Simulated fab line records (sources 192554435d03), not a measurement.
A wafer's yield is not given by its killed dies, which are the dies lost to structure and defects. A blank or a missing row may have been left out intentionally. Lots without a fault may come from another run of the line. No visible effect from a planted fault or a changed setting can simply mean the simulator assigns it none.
Split-lot trial / flow n5_finfet / on a route of 1938 steps: 7 lots, 21 wafers read

THE SPLIT ITSELF
At N5_HKMG_FIN_DESCUM_53 (chemistry O2, time 7.9 s), the setting time_s was moved away from the recipe's 7.9 s on 6 of the 21 wafers read, by -14.5% to +19.6%. For the rest of the wafers, this setting stayed at what the recipe calls for.

Split to reading: the file shows no intervening step.

THE READING
CAR-ArF_of_HKMG_FIN_COAT_43.thk_nm (the simulator's own value, which no gauge read), in nm, at N5_HKMG_FIN_ETCH_54 (etches SiARC in CF4, target depth 45.5 nm, time 75.8 s). The file gives no usual value for it. Across the 15 wafers here that went through the recipe, the average is 50.8 nm and the standard deviation 0.2 nm.

wafer=L075.1; tool, chamber at the split=rie_diel-04, 3; time_s as run, s=6.752; against the recipe=-14.5%; CAR-ArF_of_HKMG_FIN_COAT_43.thk_nm, nm=52; against lot-mates on the recipe=+1.1
wafer=L075.3; tool, chamber at the split=rie_diel-04, 0; time_s as run, s=7.9; against the recipe=recipe; CAR-ArF_of_HKMG_FIN_COAT_43.thk_nm, nm=51; against lot-mates on the recipe=-
wafer=L075.6; tool, chamber at the split=rie_diel-04, 3; time_s as run, s=7.9; against the recipe=recipe; CAR-ArF_of_HKMG_FIN_COAT_43.thk_nm, nm=50.8; against lot-mates on the recipe=-
wafer=L080.2; tool, chamber at the split=rie_diel-04, 0; time_s as run, s=7.9; against the recipe=recipe; CAR-ArF_of_HKMG_FIN_COAT_43.thk_nm, nm=50.8; against lot-mates on the recipe=-
wafer=L080.3; tool, chamber at the split=rie_diel-04, 3; time_s as run, s=7.9; against the recipe=recipe; CAR-ArF_of_HKMG_FIN_COAT_43.thk_nm, nm=50.2; against lot-mates on the recipe=-
wafer=L080.5; tool, chamber at the split=rie_diel-04, 0; time_s as run, s=7.9; against the recipe=recipe; CAR-ArF_of_HKMG_FIN_COAT_43.thk_nm, nm=50.6; against lot-mates on the recipe=-
wafer=L084.1; tool, chamber at the split=rie_diel-06, 3; time_s as run, s=6.835; against the recipe=-13.5%; CAR-ArF_of_HKMG_FIN_COAT_43.thk_nm, nm=51.4; against lot-mates on the recipe=+0.6
wafer=L084.6; tool, chamber at the split=rie_diel-06, 1; time_s as run, s=6.835; against the recipe=-13.5%; CAR-ArF_of_HKMG_FIN_COAT_43.thk_nm, nm=51.4; against lot-mates on the recipe=+0.6
wafer=L084.5; tool, chamber at the split=rie_diel-06, 0; time_s as run, s=7.9; against the recipe=recipe; CAR-ArF_of_HKMG_FIN_COAT_43.thk_nm, nm=50.8; against lot-mates on the recipe=-
wafer=L085.3; tool, chamber at the split=rie_diel-04, 0; time_s as run, s=7.9; against the recipe=recipe; CAR-ArF_of_HKMG_FIN_COAT_43.thk_nm, nm=50.8; against lot-mates on the recipe=-
wafer=L085.5; tool, chamber at the split=rie_diel-04, 3; time_s as run, s=7.9; against the recipe=recipe; CAR-ArF_of_HKMG_FIN_COAT_43.thk_nm, nm=50.8; against lot-mates on the recipe=-
wafer=L085.6; tool, chamber at the split=rie_diel-04, 0; time_s as run, s=7.9; against the recipe=recipe; CAR-ArF_of_HKMG_FIN_COAT_43.thk_nm, nm=51; against lot-mates on the recipe=-
wafer=L089.2; tool, chamber at the split=rie_diel-05, 0; time_s as run, s=8.41; against the recipe=+6.5%; CAR-ArF_of_HKMG_FIN_COAT_43.thk_nm, nm=50.4; against lot-mates on the recipe=-0.3
wafer=L089.5; tool, chamber at the split=rie_diel-05, 2,1; time_s as run, s=7.9; against the recipe=recipe; CAR-ArF_of_HKMG_FIN_COAT_43.thk_nm, nm=50.6; against lot-mates on the recipe=-
wafer=L089.6; tool, chamber at the split=rie_diel-05, 2,1; time_s as run, s=7.9; against the recipe=recipe; CAR-ArF_of_HKMG_FIN_COAT_43.thk_nm, nm=50.8; against lot-mates on the recipe=-
wafer=L094.1; tool, chamber at the split=rie_diel-04, 3,2; time_s as run, s=7.9; against the recipe=recipe; CAR-ArF_of_HKMG_FIN_COAT_43.thk_nm, nm=50.8; against lot-mates on the recipe=-
wafer=L094.4; tool, chamber at the split=rie_diel-04, 3,2; time_s as run, s=7.9; against the recipe=recipe; CAR-ArF_of_HKMG_FIN_COAT_43.thk_nm, nm=50.8; against lot-mates on the recipe=-
wafer=L094.2; tool, chamber at the split=rie_diel-04, 0; time_s as run, s=7.9; against the recipe=recipe; CAR-ArF_of_HKMG_FIN_COAT_43.thk_nm, nm=51; against lot-mates on the recipe=-
wafer=L096.1; tool, chamber at the split=rie_diel-04, 1; time_s as run, s=7.9; against the recipe=recipe; CAR-ArF_of_HKMG_FIN_COAT_43.thk_nm, nm=51; against lot-mates on the recipe=-
wafer=L096.3; tool, chamber at the split=rie_diel-04, 2; time_s as run, s=9.452; against the recipe=+19.6%; CAR-ArF_of_HKMG_FIN_COAT_43.thk_nm, nm=50; against lot-mates on the recipe=-1.0
wafer=L096.6; tool, chamber at the split=rie_diel-04, 2; time_s as run, s=9.452; against the recipe=+19.6%; CAR-ArF_of_HKMG_FIN_COAT_43.thk_nm, nm=50.2; against lot-mates on the recipe=-0.8
When a row names more than one chamber, that row covers several wafers, and the file does not tell which wafer ran in which chamber.

THE FIT
A straight line over all 21 wafers: CAR-ArF_of_HKMG_FIN_COAT_43.thk_nm changes by -0.046 nm for each +1% of time_s; r = -0.87; the points scatter about the line by 0.23 nm.
The same after taking each lot's own level away (the mean of its wafers on the recipe; 21 wafers): -0.0501 nm for each +1%; r = -0.94; scatter 0.15 nm.
According to that fit, moving time_s by its largest amount changes the reading by 0.98 nm.
Measured against the standard deviation above, the lots' own levels, which go from 50.53 to 51.00 nm, span 2.3 times it.
Consequently the slope shifts little with the lot-to-lot level, the two slopes agreeing.
Check: -0.948 nm against its lot-mates is what the line predicts for one of the wafers moved furthest among these (+19.6%) when that wafer is left out of the fit. Against them it came out at -1 nm.

THE WHOLE CHAIN: every reading that the file lists as answering this split, in the file's order
step=N5_HKMG_FIN_DESCUM_53; what it does=chemistry O2, time 7.9 s; reading=CAR-ArF_of_HKMG_FIN_COAT_43.thk_nm (the simulator's own value, which no gauge read); change (the file's fit)=-0.0466 nm for each +1% of the setting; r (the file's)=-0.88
step=N5_HKMG_FIN_ETCH_54; what it does=etches SiARC in CF4, target depth 45.5 nm, time 75.8 s; reading=CAR-ArF_of_HKMG_FIN_COAT_43.thk_nm (the simulator's own value, which no gauge read); change (the file's fit)=-0.0532 nm for each +1% of the setting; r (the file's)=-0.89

FILE'S OWN FIT
CAR-ArF_of_HKMG_FIN_COAT_43.thk_nm changes by -0.0532 nm for each +1% of time_s, r = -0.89.
